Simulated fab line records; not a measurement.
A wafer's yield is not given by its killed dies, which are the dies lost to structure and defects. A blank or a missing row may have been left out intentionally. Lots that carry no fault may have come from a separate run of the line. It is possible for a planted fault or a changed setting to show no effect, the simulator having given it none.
Matching of chambers    flow n5_finfet    N5_BEOL_M6_ETCH_62 on rie_diel-01: 4 sister chambers
The step etches SOC in N2/H2, target depth 110 nm, overetch 22 nm, time 165 s. 4 wafers are shown with their chamber, then 7 later ones without.

WAFERS WITH THEIR CHAMBER
wafer   chamber  showerhead_plenum_p_Torr (Torr)
L085.1  1        2.48
L085.4  2        2.61
L085.6  0        2.42
L091.5  3        2.30

WAFERS MISSING THEIR CHAMBER
wafer   showerhead_plenum_p_Torr (Torr)
L091.6  2.41
L094.1  2.29
L094.3  2.60
L094.4  2.41
L097.1  2.60
L097.5  2.60
L097.6  2.29

WHICH CHAMBER EACH ONE RAN IN
wafer   from the rows above  in truth
L091.6  0                    0
L094.1  3                    3
L094.3  2                    2
L094.4  0                    0
L097.1  2                    2
L097.5  2                    2
L097.6  3                    3
7 of 7 placed correctly. From these rows, 0 cannot be placed. 0 placed wrongly.
How it was worked out, from the rows above alone: a wafer's distance from a chamber is the root of the sum, over the readings, of the square of ((its reading less the chamber's mean) divided by the reading's scatter). If the next closest chamber is less than 2 further off than the closest, the wafer can't be placed; otherwise it belongs to the closest. Each chamber's mean is taken over the wafers shown for it. The scatter: root of mean squared gap, hidden wafer to nearest shown wafer, with one shown wafer a chamber.
